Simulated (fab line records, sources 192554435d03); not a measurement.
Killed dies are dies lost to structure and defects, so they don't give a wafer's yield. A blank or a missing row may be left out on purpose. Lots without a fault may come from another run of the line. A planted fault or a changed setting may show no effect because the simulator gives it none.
Chamber matching | flow n5_finfet | N5_BEOL_M0_SAQP_PECVD_03 on pecvd-04: 3 sister chambers
The step deposits SiCN from 3MS/NH3, target thk 12 nm, time 21.1 s. 27 wafers are shown with their chamber, then 12 later ones without.

WAFERS WITH THEIR CHAMBER
wafer  | chamber | throttle_valve_pct (%) | showerhead_plenum_p_Torr (Torr)
L077.1 | 0       | 8.6                    | 3.660
L077.3 | 2       | 9.0                    | 3.688
L077.5 | 2       | 9.2                    | 3.688
L081.1 | 2       | 9.0                    | 3.683
L081.2 | 1       | 9.8                    | 3.658
L081.3 | 0       | 9.0                    | 3.673
L081.4 | 1       | 9.8                    | 3.671
L081.5 | 0       | 8.9                    | 3.665
L081.6 | 2       | 9.2                    | 3.693
L082.1 | 1       | 9.8                    | 3.658
L082.4 | 0       | 8.9                    | 3.666
L082.6 | 1       | 10.0                   | 3.663
L085.3 | 0       | 8.8                    | 3.671
L085.4 | 1       | 9.6                    | 3.674
L085.6 | 2       | 9.4                    | 3.688
L086.2 | 2       | 9.1                    | 3.678
L086.4 | 0       | 9.2                    | 3.672
L086.5 | 2       | 9.2                    | 3.694
L087.2 | 0       | 9.2                    | 3.670
L087.3 | 2       | 9.2                    | 3.686
L087.6 | 2       | 9.4                    | 3.688
L088.4 | 2       | 9.1                    | 3.685
L088.5 | 0       | 9.0                    | 3.673
L088.6 | 1       | 9.7                    | 3.666
L089.1 | 2       | 9.2                    | 3.680
L089.3 | 1       | 9.8                    | 3.658
L089.4 | 2       | 9.3                    | 3.693

SIGNATURES (means of the wafers above)
reading                  | chamber 0 | chamber 1 | chamber 2 | scatter within a chamber
throttle_valve_pct       | 8.950     | 9.786     | 9.192     | 0.152
showerhead_plenum_p_Torr | 3.66875   | 3.66400   | 3.68700   | 0.00536
Rule: a wafer's distance from a chamber is the root of the sum, over the readings, of the square of ((its reading less the chamber's mean) divided by the reading's scatter). The wafer belongs to the nearest chamber; if the next one is less than 2 further off, it can't be placed. The scatter: the root of (the sum of the squares of (reading less its chamber's mean) over the shown wafers, divided by (wafers less chambers)).

WAFERS WITHOUT THEIR CHAMBER
wafer  | throttle_valve_pct (%) | showerhead_plenum_p_Torr (Torr)
L092.2 | 8.9                    | 3.674
L092.3 | 8.9                    | 3.671
L092.6 | 8.9                    | 3.668
L091.1 | 9.0                    | 3.667
L091.2 | 9.7                    | 3.666
L091.3 | 9.8                    | 3.665
L096.2 | 8.3                    | 3.677
L096.5 | 8.8                    | 3.669
L096.6 | 8.3                    | 3.685
L097.4 | 8.5                    | 3.680
L097.5 | 9.7                    | 3.653
L097.6 | 8.7                    | 3.661

WHICH CHAMBER EACH WENT THROUGH
wafer  | from the rows above     | in truth
L092.2 | 0                       | 0
L092.3 | 0                       | 0
L092.6 | 0                       | 0
L091.1 | 0                       | 0
L091.2 | 1                       | 1
L091.3 | 1                       | 1
L096.2 | can't be placed: 0 or 2 | 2
L096.5 | 0                       | 0
L096.6 | can't be placed: 0 or 2 | 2
L097.4 | can't be placed: 0 or 2 | 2
L097.5 | 1                       | 1
L097.6 | 0                       | 0
Placed correctly: 9 of 12. Can't be placed from these rows: 3 (the true chamber is among the candidates in 3). Placed wrongly: 0.
